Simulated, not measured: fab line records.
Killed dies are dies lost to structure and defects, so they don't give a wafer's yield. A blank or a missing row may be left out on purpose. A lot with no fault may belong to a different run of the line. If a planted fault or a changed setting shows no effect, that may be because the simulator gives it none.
Lot-split experiment	flow n5_finfet	on a route of 1938 steps: 7 lots, 39 wafers read

## ON THE SPLIT
At N5_SD_EPI_P_ETCH_36 (etches SiARC in CF4, target depth 45.5 nm, time 75.8 s), the setting bias_w was moved away from the recipe's 36 W on 15 of the 39 wafers read, by -10.3% to +14.3%. The other wafers ran this setting at the recipe's value.

The split's own step is where the reading is taken.

## THE READING
rf_vpp_V, in V, at N5_SD_EPI_P_ETCH_36 (etches SiARC in CF4, target depth 45.5 nm, time 75.8 s). A value of 184.0 V with a standard deviation of 1.1 V is what fault-free wafers of this fab line usually give.

wafer	tool, chamber at the split	bias_w as run, W	against the recipe	rf_vpp_V, V	against lot-mates on the recipe
L074.1	rie_diel-05, 3	36	recipe	181.9	-
L074.2	rie_diel-05, 0	36	recipe	183.8	-
L074.3	rie_diel-05, 2	36	recipe	185.3	-
L074.4	rie_diel-05, 1	36	recipe	186.0	-
L074.5	rie_diel-05, 2	36	recipe	183.5	-
L074.6	rie_diel-05, 3	36	recipe	182.8	-
L078.1	rie_diel-01, 2	36	recipe	183.6	-
L078.2	rie_diel-01, 1	33.77	-6.2%	177.0	-6.5
L078.3	rie_diel-01, 3	33.77	-6.2%	175.5	-8.0
L078.4	rie_diel-01, 0	36	recipe	183.4	-
L078.5	rie_diel-01, 3	33.77	-6.2%	175.0	-8.5
L078.6	rie_diel-01, 0	36	recipe	183.5	-
L084.1	rie_diel-01, 2	32.3	-10.3%	172.1	-11.4
L084.2	rie_diel-01, 1	32.3	-10.3%	171.6	-11.9
L084.3	rie_diel-01, 3	36	recipe	182.8	-
L084.4	rie_diel-01, 0	32.3	-10.3%	172.7	-10.8
L084.5	rie_diel-01, 3	36	recipe	183.2	-
L084.6	rie_diel-01, 2	36	recipe	184.4	-
L086.1	rie_diel-01, 1	36	recipe	185.2	-
L086.4	rie_diel-01, 3	36	recipe	183.1	-
L086.5	rie_diel-01, 0	36	recipe	184.5	-
L087.1	rie_diel-06, 0	41.14	+14.3%	199.2	+13.7
L087.2	rie_diel-06, 1	41.14	+14.3%	202.2	+16.7
L087.3	rie_diel-06, 2	36	recipe	186.1	-
L087.4	rie_diel-06, 1	36	recipe	185.8	-
L087.5	rie_diel-06, 0	41.14	+14.3%	199.8	+14.3
L087.6	rie_diel-06, 2	36	recipe	184.6	-
L089.1	rie_diel-01, 1	41.14	+14.3%	201.9	+17.7
L089.2	rie_diel-01, 3	41.14	+14.3%	198.7	+14.5
L089.3	rie_diel-01, 2	36	recipe	184.5	-
L089.4	rie_diel-01, 0	36	recipe	184.7	-
L089.5	rie_diel-01, 2	36	recipe	183.5	-
L089.6	rie_diel-01, 1	41.14	+14.3%	202.4	+18.2
L092.1	rie_diel-01, 0	38.63	+7.3%	194.2	+10.4
L092.2	rie_diel-01, 1	38.63	+7.3%	193.0	+9.2
L092.3	rie_diel-01, 2	36	recipe	183.5	-
L092.4	rie_diel-01, 0	38.63	+7.3%	193.0	+9.2
L092.5	rie_diel-01, 2	36	recipe	184.0	-
L092.6	rie_diel-01, 1	36	recipe	184.0	-

FIT RESULTS
A straight line over all 39 wafers: rf_vpp_V changes by +1.19 V for each +1% of bias_w; r = +0.99; the points scatter about the line by 1.1 V.
The same after taking each lot's own level away (the mean of its wafers on the recipe; 39 wafers): +1.13 V for each +1%; r = +0.99; scatter 1.1 V.
That fit puts the effect of the largest move of bias_w on the reading at 16 V.
Across the lots, their own levels run from 183.47 to 185.50 V, a range of 1.8 times the standard deviation given above.
So the lot-to-lot level changes the slope little: the two slopes agree.
Check: with one of the wafers moved furthest among these (+14.3%) left out of the fit, the line predicts +16.5 V for it against its lot-mates. It came out at +13.7 V against them.
Tool readings at the split's step, against how far the setting was moved: etch_rf_on_time_s r = -0.94; rf_vpp_V r = +0.99.

## THE OTHER SPLITS THESE WAFERS WENT THROUGH
These wafers also went through other splits before the reading. Each is held against what the fit with the lots' levels taken away leaves over:
other split on the same wafers	wafers away from the commonest value	r with rf_vpp_V (lot level and that fit taken away)
N5_FIN_CUT_ETCH_21 bias_w	15	-0.18
N5_DUMMY_GATE_ETCH_32 time_s	15	-0.28
N5_DUMMY_GATE_ETCH_44 target_depth_a	15	-0.03
N5_DUMMY_GATE_ETCH_42 bias_w	9	+0.08

## THE WHOLE CHAIN: every reading that the file lists as answering this split, in the file's order
step	what it does	reading	change (the file's fit)	r (the file's)
N5_SD_EPI_P_ETCH_36	etches SiARC in CF4, target depth 45.5 nm, time 75.8 s	etch_rf_on_time_s	withheld for each +1% of the setting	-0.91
N5_SD_EPI_P_ETCH_36	etches SiARC in CF4, target depth 45.5 nm, time 75.8 s	rf_vpp_V	+1.13 V for each +1% of the setting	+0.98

## THE FILE'S OWN FIT
rf_vpp_V changes by +1.13 V for each +1% of bias_w, r = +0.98.
